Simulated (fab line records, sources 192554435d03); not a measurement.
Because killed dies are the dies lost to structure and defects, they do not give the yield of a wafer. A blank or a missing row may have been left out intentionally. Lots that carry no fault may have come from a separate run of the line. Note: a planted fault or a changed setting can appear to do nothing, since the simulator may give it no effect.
fab line records -- flow n5-finfet -- part 1 of 2: steps 1 to 23 of 33
[record] lots = 5, wafers = 15, last-day = 17
route steps=1938 shown BEOL_M9@1446 BEOL_M10@1470
lots that met no fault: from a run of the same line without faults
start-h: hours from the record's opening day to when the first of the lot's shown wafers began -- wait-h: how many hours have passed since the lot's step before this one -- " repeats the value in the row above -- L1.1+2: several wafers, shown together as one row -- - either no value or no given start -- * or withheld: withheld -- < > ~ a bound
route shown NAME@n: a module of which the file shows steps, and the number in the route of the first -- usual: mean/standard deviation taken from wafers without a fault -- same: alike in all rows -- chamber/n: place in a boat -- sites: the reading at each site -- _std_site: standard deviation of those values -- _edge_site: inner sites' mean taken away from outer sites' mean -- radius-mm: for every site, how far away it sits from the centre of the wafer -- mask NAME#n: copy n -- behind: tool/chamber where the wafer was last shaped -- hold: why the lot was held/for how many hours/how that ended -- device: which transistor (n, p or np) failed to switch -- end of line: the same wafers' tests at the end of the route -- a step without rows: its recipe alone -- killed: count of dies lost to structure and defects at first sort (not the wafer's yield) -- map: a wafer's dies, marking killed ones x, the rest . and places with no die _
set.NAME: the setting the step ran with; set.NAME@STEP: the setting that earlier step ran with -- model.NAME: the simulator's own value behind a step, which no gauge read
lots at selected steps of the route; one table per step, one row per wafer
services: a tool's chamber out of use, with start hour (start-h, from the record's first day; less than 0 if before it), hours out, and reason
[[steps]]
[step N5_BEOL_M9_TRENCH_ETCH_37]
[recipe] chemistry = C4F6/O2, target-depth-a = 1514.3, target = SiCOH_lowk, time-s = 49, ion-energy-ev = 250, pressure-mtorr = 30, source-w = 345, bias-w = 185, Ar_flow_sccm = 300, C4F6_flow_sccm = 10, O2_flow_sccm = 10
[usual] bias-w = 185.0/0.53, chamber-pressure-mTorr = 30.00/0.041, drypump-motor-current-A = 6.0/0.37, oes-product-au = 0.80/0.1, rf-vpp-V = 671/21, showerhead-plenum-p-Torr = 2.83/0.097, throttle-valve-pct = 20.89/0.24
lot.wafer,tool,chamber,start-h,wait-h,bias-w,chamber-pressure-mTorr,drypump-motor-current-A,oes-product-au,rf-hours-counter-h,rf-vpp-V,showerhead-plenum-p-Torr,throttle-valve-pct
L075.3,rie-diel-01,0,-,-,186.1,30.04,6.2,0.91,19,658,2.91,20.71
L075.5,rie-diel-01,2,-,-,184.3,30.01,6.0,0.72,-,680,2.94,21.10
L075.6,rie-diel-01,1,-,-,184.9,29.97,6.1,0.88,-,667,2.78,20.99
L079.1,rie-diel-02,2,-,-,184.7,30.02,5.7,1.02,7,680,3.01,20.92
L079.2,rie-diel-02,3,-,-,184.9,29.96,5.8,0.73,199,705,2.70,20.64
L079.5,rie-diel-02,1,-,-,185.3,29.95,5.7,0.72,-,646,2.73,21.39
L081.1,rie-diel-02,1,-,-,184.5,30.05,5.7,0.71,178,646,2.73,21.40
L081.4,rie-diel-02,0,-,-,185.4,30.00,6.7,0.85,71,652,2.89,20.57
L081.6,rie-diel-02,2,-,-,185.0,30.02,5.7,1.01,-,681,3.01,20.92
L078.2,rie-diel-03,0,-,-,185.3,29.99,5.2,0.76,139,676,2.83,20.75
L078.3,rie-diel-03,1,-,-,185.5,30.03,5.8,0.89,36,689,2.78,20.73
L078.6,rie-diel-03,0,-,-,185.3,30.02,5.3,0.76,-,676,2.83,20.74
L091.3,rie-diel-01,2,-,-,185.4,29.99,6.0,0.70,207,681,2.92,21.16
L091.5,rie-diel-01,2,-,-,185.7,30.01,6.0,0.70,-,679,2.92,21.14
L091.6,rie-diel-01,3,-,-,184.7,29.97,5.9,0.68,-,669,2.82,21.10
[step N5_BEOL_M9_ETCH_41]
[recipe] chemistry = CH3F/O2, target = SiCN, target-depth-a = 366, taper-deg = 2, time-s = 70.1, ion-energy-ev = 120, mask-material = TiN, pressure-mtorr = 30, source-w = 395, bias-w = 75, Ar_flow_sccm = 150, CH3F_flow_sccm = 30, O2_flow_sccm = 20
[usual] bias-w = 75.03/0.24, chamber-pressure-mTorr = 30.00/0.033, drypump-motor-current-A = 6.0/0.37, oes-product-au = 0.80/0.1, rf-vpp-V = 297.3/1.7, showerhead-plenum-p-Torr = 1.99/0.071, throttle-valve-pct = 16.31/0.23
lot.wafer,tool,chamber,start-h,wait-h,bias-w,chamber-pressure-mTorr,drypump-motor-current-A,oes-product-au,rf-hours-counter-h,rf-vpp-V,showerhead-plenum-p-Torr,throttle-valve-pct
L075.3,rie-diel-01,0,-,-,75.24,30.03,6.2,0.92,19,297.4,2.05,16.06
L075.5,rie-diel-01,2,-,-,75.40,29.96,6.0,0.72,-,298.4,2.06,16.50
L075.6,rie-diel-01,1,-,-,74.86,29.99,6.0,0.88,-,296.7,1.95,16.31
L079.1,rie-diel-02,2,-,-,75.00,29.95,5.7,1.01,7,299.9,2.12,16.24
L079.2,rie-diel-02,3,-,-,75.28,29.94,5.8,0.72,199,296.7,1.89,16.15
L079.5,rie-diel-02,1,-,-,74.97,30.00,5.7,0.72,-,296.6,1.92,16.79
L081.1,rie-diel-02,1,-,-,75.04,29.96,5.7,0.72,178,294.9,1.92,16.80
L081.4,rie-diel-02,0,-,-,74.97,29.97,6.7,0.85,71,297.3,2.04,16.00
L081.6,rie-diel-02,2,-,-,74.74,30.01,5.7,1.02,-,301.0,2.12,16.25
L078.2,rie-diel-03,0,-,-,74.95,30.01,5.2,0.77,139,298.4,1.99,16.23
L078.3,rie-diel-03,1,-,-,74.53,29.94,5.9,0.89,36,296.3,1.95,16.09
L078.6,rie-diel-03,0,-,-,74.93,30.03,5.3,0.77,-,297.7,1.99,16.22
L091.3,rie-diel-01,2,-,-,75.30,29.98,6.0,0.69,208,297.3,2.05,16.54
L091.5,rie-diel-01,2,-,-,74.93,30.00,6.0,0.69,-,298.9,2.05,16.57
L091.6,rie-diel-01,3,-,-,75.54,29.98,5.9,0.67,-,296.7,1.98,16.50
[step N5_BEOL_M9_STRIP_80]
[recipe] chemistry = N2/H2, time-s = 10, power-w = 450, temp-c = 40, pressure-mtorr = 20, rf-frequency-hz = 6e+07, bias-power-w = 7, n2-flow-sccm = 200, h2-flow-sccm = 200
[usual] chamber-pressure-mTorr = 20.002/0.02, drypump-motor-current-A = 6.0/0.37, oes-product-au = 0.80/0.1, rf-vpp-V = 59.2/0.96, showerhead-plenum-p-Torr = 2.53/0.094, throttle-valve-pct = 23.6/0.3
lot.wafer,tool,chamber,start-h,wait-h,chamber-pressure-mTorr,drypump-motor-current-A,oes-product-au,rf-hours-counter-h,rf-vpp-V,showerhead-plenum-p-Torr,throttle-valve-pct
L075.3,rie-diel-01,0,-,-,19.981,6.2,0.93,19,59.6,2.56,23.0
L075.5,rie-diel-01,2,-,-,20.003,6.0,0.71,-,59.1,2.62,23.8
L075.6,rie-diel-01,1,-,-,20.010,6.1,0.90,-,57.5,2.48,23.6
L079.1,rie-diel-02,2,-,-,20.009,5.7,0.99,7,59.7,2.71,23.8
L079.2,rie-diel-02,3,-,-,19.989,5.8,0.73,199,60.2,2.42,23.6
L079.5,rie-diel-02,1,-,-,20.021,5.7,0.72,-,58.1,2.40,23.8
L081.1,rie-diel-02,1,-,-,20.000,5.7,0.72,178,59.1,2.40,23.8
L081.4,rie-diel-02,0,-,-,20.030,6.7,0.86,71,57.7,2.57,23.0
L081.6,rie-diel-02,2,-,-,19.967,5.7,0.99,-,60.1,2.71,23.8
L078.2,rie-diel-03,0,-,-,20.013,5.3,0.77,139,58.8,2.53,23.3
L078.3,rie-diel-03,1,-,-,19.985,5.9,0.91,36,60.0,2.48,23.2
L078.6,rie-diel-03,0,-,-,19.989,5.2,0.77,-,59.7,2.53,23.4
L091.3,rie-diel-01,2,-,-,19.999,6.0,0.69,208,59.1,2.61,23.9
L091.5,rie-diel-01,2,-,-,19.993,6.0,0.69,-,58.4,2.61,23.9
L091.6,rie-diel-01,3,-,-,20.002,5.9,0.69,-,57.9,2.50,23.9
[step N5_BEOL_M9_OCD_MEAS_38]
[usual] trench-depth-nm = 152/5.5
lot.wafer,tool,chamber,start-h,wait-h,trench-depth-nm
L075.3,ocd-02,-,223.92,-,152
L075.5,ocd-02,-,223.92,-,151
L075.6,ocd-02,-,223.92,-,150
L079.1,ocd-02,-,249.94,-,166
L079.2,ocd-02,-,249.94,-,149
L079.5,ocd-02,-,249.94,-,149
L081.1,ocd-01,-,250.37,-,148
L081.4,ocd-01,-,250.37,-,153
L081.6,ocd-01,-,250.37,-,164
L078.2,ocd-01,-,278.24,-,147
L078.3,ocd-01,-,278.24,-,149
L078.6,ocd-01,-,278.24,-,147
L091.3,ocd-02,-,342.91,-,153
L091.5,ocd-02,-,342.91,-,154
L091.6,ocd-02,-,342.91,-,148
[step N5_BEOL_M9_HM_STRIP_39]
[recipe] chemistry = peroxide-tin-strip, material = TiN, target-depth-a = 250, temp-c = 50, time-s = 158
lot.wafer,tool,chamber,start-h,wait-h
L075.3+5+6,wet-bench-01,"4,1,2",223.95,0.0
L079.1+2+5,wet-bench-01,"0,1,3",249.97,0.0
L081.1+4+6,wet-bench-02,"2,3,1",250.40,0.0
L078.2+3+6,wet-bench-06,"4,1,0",278.27,0.0
L091.3+5+6,wet-bench-01,"7,5,3",342.94,0.0
[step N5_BEOL_M9_SRD_40]
[recipe] time-s = 30, temp-c = 23, rinse-liquid = diw, dry = ipa-marangoni
lot.wafer,tool,chamber,start-h,wait-h
L075.3+5+6,wet-bench-01,"4,1,2",224.00,0.0
L079.1+2+5,wet-bench-01,"0,1,3",250.02,0.0
L081.1+4+6,wet-bench-02,"2,3,1",250.45,0.0
L078.2+3+6,wet-bench-06,"4,1,0",278.32,0.0
L091.3+5+6,wet-bench-01,"7,5,3",342.99,0.0
[step N5_BEOL_M9_PRECLEAN_42]
[recipe] chemistry = residue-remover, time-s = 60, temp-c = 40
lot.wafer,tool,chamber,start-h,wait-h
L075.3+5+6,wet-bench-01,"4,1,2",224.02,0.0
L079.1+2+5,wet-bench-01,"0,1,3",250.04,0.0
L081.1+4+6,wet-bench-02,"2,3,1",250.46,0.0
L078.2+3+6,wet-bench-06,"4,1,0",278.34,0.0
L091.3+5+6,wet-bench-01,"7,5,3",343.00,0.0
[step N5_BEOL_M9_SRD_43]
[recipe] time-s = 30, temp-c = 23, rinse-liquid = diw, dry = ipa-marangoni
lot.wafer,tool,chamber,start-h,wait-h
L075.3+5+6,wet-bench-01,"4,1,2",224.03,0.0
L079.1+2+5,wet-bench-01,"0,1,3",250.05,0.0
L081.1+4+6,wet-bench-02,"2,3,1",250.48,0.0
L078.2+3+6,wet-bench-06,"4,1,0",278.35,0.0
L091.3+5+6,wet-bench-01,"7,5,3",343.02,0.0
[step N5_BEOL_M9_CD_MEAS_35]
[recipe] target-cd-nm = 70, target-cd-y-nm = 40, polarity = opening
[usual] cd-nm = 69.3/0.78
lot.wafer,tool,chamber,start-h,wait-h,cd-nm
L075.3,cd-sem-02,-,224.08,0.0,67.4
L075.5,cd-sem-02,-,224.08,0.0,68.9
L075.6,cd-sem-02,-,224.08,0.0,69.1
L079.1,cd-sem-01,-,250.09,0.0,70.5
L079.2,cd-sem-01,-,250.09,0.0,69.1
L079.5,cd-sem-01,-,250.09,0.0,69.7
L081.1,cd-sem-01,-,250.52,0.0,68.7
L081.4,cd-sem-01,-,250.52,0.0,68.1
L081.6,cd-sem-01,-,250.52,0.0,68.1
L078.2,cd-sem-02,-,278.40,0.0,70.7
L078.3,cd-sem-02,-,278.40,0.0,70.1
L078.6,cd-sem-02,-,278.40,0.0,70.4
L091.3,cd-sem-03,-,343.06,0.0,68.8
L091.5,cd-sem-03,-,343.06,0.0,69.3
L091.6,cd-sem-03,-,343.06,0.0,67.1
[step N5_BEOL_M9_CURE_72]
[recipe] temp-c = 370, time-s = 120, ambient = DMADMS/He, material = SiCOH_lowk
[usual] lamp-power-pct = 52.31/0.06, wafer_temp_C_max = 371.5/0.61
lot.wafer,tool,chamber,start-h,wait-h,lamp-power-pct,wafer_temp_C_max
L075.3,uv-cure-01,1,224.22,0.1,52.28,372.1
L075.5,uv-cure-01,1,224.22,0.1,52.37,371.9
L075.6,uv-cure-01,1,224.22,0.1,52.28,371.8
L079.1,uv-cure-03,1,250.14,0.0,52.28,370.3
L079.2,uv-cure-03,1,250.14,0.0,52.30,370.4
L079.5,uv-cure-03,1,250.14,0.0,52.42,371.0
L081.1,uv-cure-03,0,250.56,0.0,52.27,371.3
L081.4,uv-cure-03,0,250.56,0.0,52.29,371.5
L081.6,uv-cure-03,0,250.56,0.0,52.32,371.1
L078.2,uv-cure-01,0,278.49,0.1,52.25,371.5
L078.3,uv-cure-01,0,278.49,0.1,52.35,371.1
L078.6,uv-cure-01,0,278.49,0.1,52.41,371.4
L091.3,uv-cure-02,1,343.20,0.1,52.30,371.6
L091.5,uv-cure-02,1,343.20,0.1,52.41,371.5
L091.6,uv-cure-02,1,343.20,0.1,52.42,371.5
[step N5_BEOL_M9_DEGAS_44]
[recipe] ambient = vacuum, temp-c = 250, time-s = 60
[usual] heater-power-w = 325/22
lot.wafer,tool,chamber,start-h,wait-h,heater-power-w
L075.3,pvd-sputter-01,-,224.51,0.2,313
L075.5,pvd-sputter-01,-,224.51,0.2,333
L075.6,pvd-sputter-01,-,224.51,0.2,310
L079.1,pvd-sputter-02,-,250.69,0.5,382
L079.2,pvd-sputter-02,-,250.69,0.5,305
L079.5,pvd-sputter-02,-,250.69,0.5,301
L081.1,pvd-sputter-02,-,250.89,0.3,331
L081.4,pvd-sputter-02,-,250.89,0.3,365
L081.6,pvd-sputter-02,-,250.89,0.3,323
L078.2,pvd-sputter-01,-,278.80,0.3,338
L078.3,pvd-sputter-01,-,278.80,0.3,293
L078.6,pvd-sputter-01,-,278.80,0.3,297
L091.3,pvd-sputter-03,-,343.68,0.4,353
L091.5,pvd-sputter-03,-,343.68,0.4,350
L091.6,pvd-sputter-03,-,343.68,0.4,327
[step N5_BEOL_M9_PRE_CLEAN_45]
[recipe] gas = H2/He, time-s = 30, temp-c = 250
[usual] heater-power-w = 326/21
lot.wafer,tool,chamber,start-h,wait-h,heater-power-w
L075.3,pvd-sputter-01,-,224.55,0.0,318
L075.5,pvd-sputter-01,-,224.55,0.0,332
L075.6,pvd-sputter-01,-,224.55,0.0,308
L079.1,pvd-sputter-02,-,250.73,0.0,368
L079.2,pvd-sputter-02,-,250.73,0.0,309
L079.5,pvd-sputter-02,-,250.73,0.0,312
L081.1,pvd-sputter-02,-,250.93,0.0,335
L081.4,pvd-sputter-02,-,250.93,0.0,374
L081.6,pvd-sputter-02,-,250.93,0.0,322
L078.2,pvd-sputter-01,-,278.84,0.0,322
L078.3,pvd-sputter-01,-,278.84,0.0,296
L078.6,pvd-sputter-01,-,278.84,0.0,299
L091.3,pvd-sputter-03,-,343.72,0.0,349
L091.5,pvd-sputter-03,-,343.72,0.0,350
L091.6,pvd-sputter-03,-,343.72,0.0,323
[step N5_BEOL_M9_ALD_74]
[recipe] material = TaN, target-thk-a = 20, temp-c = 275, ald-precursor-family = PDMAT, ald-co-reactant = NH3, pressure-torr = 3, carrier-flow-sccm = 1500, pulse-time-s = 2, purge-time-s = 3, co-reactant-purge-time-s = 2, co-reactant-pulse-time-s = 3, ald-cycles = 40, precursor-vessel-temp-c = 75, precursor-vessel-pressure-torr = 26.25, precursor-vessel-carrier-sccm = 1000
[usual] heater-power-w = 417/33
lot.wafer,tool,chamber,start-h,wait-h,heater-power-w
L075.3,ald-metal-01,2,224.62,0.0,431
L075.5,ald-metal-01,3,224.62,0.0,401
L075.6,ald-metal-01,2,224.62,0.0,427
L079.1,ald-metal-02,1,250.79,0.0,418
L079.2,ald-metal-02,3,250.79,0.0,416
L079.5,ald-metal-02,0,250.79,0.0,405
L081.1,ald-metal-02,3,251.06,0.1,436
L081.4,ald-metal-02,1,251.06,0.1,413
L081.6,ald-metal-02,3,251.06,0.1,420
L078.2,ald-metal-01,1,278.92,0.1,397
L078.3,ald-metal-01,0,278.92,0.1,422
L078.6,ald-metal-01,2,278.92,0.1,444
L091.3,ald-metal-02,0,343.85,0.1,410
L091.5,ald-metal-02,3,343.85,0.1,424
L091.6,ald-metal-02,0,343.85,0.1,424
[step N5_BEOL_M9_SURFACE_TREAT_79]
[recipe] gas = Ar, time-s = *, ion-energy-ev = *, ion-current-ma-cm2 = 0.5, pressure-mtorr = *, ar-flow-sccm = 30
[usual] throttle-valve-pct = *
lot.wafer,tool,chamber,start-h,wait-h,throttle-valve-pct
L075.3,pvd-sputter-01,-,224.91,0.2,*
L075.5,pvd-sputter-01,-,224.91,0.2,*
L075.6,pvd-sputter-01,-,224.91,0.2,*
L079.1,pvd-sputter-03,-,251.12,0.2,*
L079.2,pvd-sputter-03,-,251.12,0.2,*
L079.5,pvd-sputter-03,-,251.12,0.2,*
L081.1,pvd-sputter-01,-,251.37,0.2,*
L081.4,pvd-sputter-01,-,251.37,0.2,*
L081.6,pvd-sputter-01,-,251.37,0.2,*
L078.2,pvd-sputter-01,-,279.30,0.2,*
L078.3,pvd-sputter-01,-,279.30,0.2,*
L078.6,pvd-sputter-01,-,279.30,0.2,*
L091.3,pvd-sputter-01,-,344.13,0.2,*
L091.5,pvd-sputter-01,-,344.13,0.2,*
L091.6,pvd-sputter-01,-,344.13,0.2,*
[step N5_BEOL_M9_CVD_78]
[recipe] material = Co, target-thk-a = 20, temp-c = withheld, precursor = CCTBA/H2, pressure-torr = 30, time-s = 138.9
lot.wafer,tool,chamber,start-h,wait-h
L075.3+5+6,cvd-co-01,"1,2,1",224.97,0.0
L079.1+2+5,cvd-co-02,"2,1,1",251.19,0.1
L081.1+4+6,cvd-co-01,"0,2,1",251.48,0.1
L078.2+3+6,cvd-co-02,"1,0,1",279.36,0.0
L091.3+5+6,cvd-co-02,"2,2,1",344.19,0.0
[step N5_BEOL_M9_SPUTTER_48]
[recipe] material = Cu, target-thk-a = 120, temp-c = -20, bias-v = 60, power-w = 26000, chamber-pressure-pa = 0.13, time-s = 2
[usual] throttle-valve-pct = 30.3/1
lot.wafer,tool,chamber,start-h,wait-h,throttle-valve-pct
L075.3,pvd-sputter-01,-,225.11,0.1,30.4
L075.5,pvd-sputter-01,-,225.11,0.1,28.6
L075.6,pvd-sputter-01,-,225.11,0.1,30.5
L079.1,pvd-sputter-03,-,251.32,0.1,31.1
L079.2,pvd-sputter-03,-,251.32,0.1,28.8
L079.5,pvd-sputter-03,-,251.32,0.1,31.6
L081.1,pvd-sputter-02,-,252.88,1.4,29.9
L081.4,pvd-sputter-02,-,252.88,1.4,29.9
L081.6,pvd-sputter-02,-,252.88,1.4,29.7
L078.2,pvd-sputter-03,-,279.65,0.2,28.9
L078.3,pvd-sputter-03,-,279.65,0.2,31.6
L078.6,pvd-sputter-03,-,279.65,0.2,29.2
L091.3,pvd-sputter-02,-,344.31,0.1,31.8
L091.5,pvd-sputter-02,-,344.31,0.1,31.7
L091.6,pvd-sputter-02,-,344.31,0.1,29.6
[step N5_BEOL_M9_ECD_50]
[recipe] material = Cu, target-thk-a = 3180
lot.wafer,tool,chamber,start-h,wait-h
L075.3+5+6,ecd-cu-01,"1,1,0",225.25,0.1
L079.1+2+5,ecd-cu-01,"1,0,1",251.43,0.1
L081.1+4+6,ecd-cu-02,"1,0,0",252.99,0.1
L078.2+3+6,ecd-cu-01,"1,1,0",279.77,0.1
L091.3+5+6,ecd-cu-01,"0,0,1",344.47,0.1
[step N5_BEOL_M9_ANNEAL_51]
[recipe] temp-c = 225, time-s = 90, ambient = N2
[usual] wafer_temp_C_max = 226.10/0.27
lot.wafer,tool,chamber,start-h,wait-h,wafer_temp_C_max
L075.3,rtp-anneal-02,0,225.42,0.1,225.88
L075.5,rtp-anneal-02,0,225.42,0.1,225.97
L075.6,rtp-anneal-02,0,225.42,0.1,225.66
L079.1,rtp-anneal-02,0,251.54,0.1,226.16
L079.2,rtp-anneal-02,0,251.54,0.1,226.14
L079.5,rtp-anneal-02,0,251.54,0.1,226.02
L081.1,rtp-anneal-02,0,253.10,0.1,225.85
L081.4,rtp-anneal-02,0,253.10,0.1,225.71
L081.6,rtp-anneal-02,0,253.10,0.1,226.07
L078.2,rtp-anneal-01,0,279.92,0.1,226.33
L078.3,rtp-anneal-01,0,279.92,0.1,226.50
L078.6,rtp-anneal-01,0,279.92,0.1,226.25
L091.3,rtp-anneal-01,0,344.82,0.3,226.11
L091.5,rtp-anneal-01,0,344.82,0.3,226.39
L091.6,rtp-anneal-01,0,344.82,0.3,225.98
[step N5_BEOL_M9_CMP_52]
[recipe] stop-on = SiCOH_lowk, t-overpolish-s = 7, down-force-psi = 1, platen-rpm = 50, clearing-platen-down-force-psi = 1.5, clearing-platen-rpm = 50, post-cmp-clean = cu-alkaline, target-thk-nm = 140, clearing-platen-pad-velocity-m-s = 0.99484, pad-velocity-m-s = 0.99484
[usual] barrier-field-endpoint-s = 29.1/0.85, clearing-platen-down-force-psi = 1.500/0.0031, edge-zone-pressure-frac = 1.000/0.0054, head-pressure-psi = 1.0003/0.0022, motor-current-A = 5.9/0.67, overpolish-run-s = 6.999/0.0086, time-to-endpoint-s = 67/4.2
lot.wafer,tool,chamber,start-h,wait-h,barrier-field-endpoint-s,clearing-platen-down-force-psi,edge-zone-pressure-frac,head-pressure-psi,motor-current-A,overpolish-run-s,time-to-endpoint-s
L075.3,cmp-01,3,225.67,0.2,27.8,1.501,0.989,1.0001,5.0,6.993,62
L075.5,cmp-01,2,225.67,0.2,29.6,1.504,0.999,0.9976,6.0,6.994,69
L075.6,cmp-01,3,225.67,0.2,28.8,1.501,0.996,0.9984,4.8,6.996,63
L079.1,cmp-02,2,251.88,0.3,27.3,1.501,0.999,1.0022,6.4,7.009,64
L079.2,cmp-02,3,251.88,0.3,26.7,1.501,1.001,0.9991,6.8,7.014,60
L079.5,cmp-02,1,251.88,0.3,28.2,1.496,0.992,0.9961,5.9,6.993,66
L081.1,cmp-04,3,253.40,0.3,29.3,1.497,0.999,1.0034,5.8,6.991,68
L081.4,cmp-04,0,253.40,0.3,29.8,1.498,0.993,0.9988,6.2,6.992,73
L081.6,cmp-04,3,253.40,0.3,29.8,1.502,1.002,1.0016,5.6,6.995,69
L078.3,cmp-02,3,280.21,0.2,28.9,1.498,1.008,1.0002,6.8,7.015,66
L078.2,cmp-02,0,280.21,0.2,29.5,1.498,0.990,0.9973,6.0,7.000,68
L078.6,cmp-02,2,280.21,0.2,29.4,1.499,0.998,1.0005,6.1,6.991,65
L091.3,cmp-01,0,345.07,0.2,28.5,1.498,0.996,1.0022,5.2,6.999,63
L091.6,cmp-01,3,345.07,0.2,29.3,1.499,1.004,0.9979,5.1,6.992,66
L091.5,cmp-01,0,345.07,0.2,28.7,1.497,0.998,1.0012,5.4,6.991,64
[step N5_BEOL_M9_THK_MEAS_53]
[recipe] thk-meas-gauge = xrf, reads = Cu_of_BEOL_M9_ECD_50
[usual] M9_THK = 140/5.6
lot.wafer,tool,chamber,start-h,wait-h,M9_THK[nm]
L075.3,film-metro-01,-,225.93,-,141
L075.5,film-metro-01,-,225.93,-,141
L075.6,film-metro-01,-,225.93,-,137
L079.1,film-metro-02,-,252.14,-,154
L079.2,film-metro-02,-,252.14,-,137
L079.5,film-metro-02,-,252.14,-,137
L081.1,film-metro-02,-,253.69,-,137
L081.4,film-metro-02,-,253.69,-,141
L081.6,film-metro-02,-,253.69,-,153
L078.2,film-metro-02,-,280.47,-,137
L078.3,film-metro-02,-,280.47,-,139
L078.6,film-metro-02,-,280.47,-,135
L091.3,film-metro-01,-,345.32,-,141
L091.5,film-metro-01,-,345.32,-,142
L091.6,film-metro-01,-,345.32,-,139
[step N5_BEOL_M9_PRE_CLEAN_55]
[recipe] gas = NH3, time-s = 15, temp-c = withheld, rf-power-w = 300
lot.wafer,tool,chamber,start-h,wait-h
L075.3+5+6,pecvd-03,"1,1,0",225.98,0.0
L079.1+2+5,pecvd-03,"1,0,0",252.17,0.0
L081.1+4+6,pecvd-04,"1,1,0",253.73,0.0
L078.2+3+6,pecvd-04,"1,2,2",280.51,0.0
L091.3+5+6,pecvd-04,"0,2,1",345.36,0.0
[step N5_BEOL_M9_DEP_56]
[recipe] material = SiCN, target-thk-a = 150, temp-c = withheld, precursor = 3MS/NH3, pressure-torr = 3, rf-w = 202, time-s = 26.5
[usual] showerhead-plenum-p-Torr = 3.667/0.013, throttle-valve-pct = 9.09/0.29
lot.wafer,tool,chamber,start-h,wait-h,showerhead-plenum-p-Torr,throttle-valve-pct
L075.3,pecvd-03,1,226.02,0.0,3.637,9.27
L075.5,pecvd-03,1,226.02,0.0,3.640,9.49
L075.6,pecvd-03,0,226.02,0.0,3.657,9.03
L079.1,pecvd-03,1,252.20,0.0,3.642,9.51
L079.2,pecvd-03,0,252.20,0.0,3.666,9.03
L079.5,pecvd-03,0,252.20,0.0,3.659,8.84
L081.1,pecvd-04,1,253.76,0.0,3.672,9.62
L081.4,pecvd-04,1,253.76,0.0,3.678,9.95
L081.6,pecvd-04,0,253.76,0.0,3.675,8.88
L078.2,pecvd-04,1,280.53,0.0,3.676,9.67
L078.3,pecvd-04,2,280.53,0.0,3.673,9.06
L078.6,pecvd-04,2,280.53,0.0,3.680,8.56
L091.3,pecvd-04,0,345.38,0.0,3.680,8.76
L091.5,pecvd-04,2,345.38,0.0,3.678,8.89
L091.6,pecvd-04,1,345.38,0.0,3.675,9.52
[step N5_BEOL_M9_RS_MEAS_57]
[recipe] thk-meas-gauge = four-point-probe, reads = Cu_of_BEOL_M9_ECD_50+Co_of_BEOL_M9_CVD_78+TaN_of_BEOL_M9_ALD_74
[usual] M9_RS = 0.151/0.0062
lot.wafer,tool,chamber,start-h,wait-h,M9_RS[ohm/sq]
L075.3,film-metro-02,-,226.10,0.1,0.150
L075.5,film-metro-02,-,226.10,0.1,0.150
L075.6,film-metro-02,-,226.10,0.1,0.154
L079.1,film-metro-01,-,252.27,0.1,0.136
L079.2,film-metro-01,-,252.27,0.1,0.154
L079.5,film-metro-01,-,252.27,0.1,0.154
L081.1,film-metro-02,-,253.83,0.1,0.153
L081.4,film-metro-02,-,253.83,0.1,0.147
L081.6,film-metro-02,-,253.83,0.1,0.136
L078.2,film-metro-02,-,280.61,0.1,0.155
L078.3,film-metro-02,-,280.61,0.1,0.152
L078.6,film-metro-02,-,280.61,0.1,0.156
L091.3,film-metro-01,-,345.46,0.1,0.149
L091.5,film-metro-01,-,345.46,0.1,0.148
L091.6,film-metro-01,-,345.46,0.1,0.152
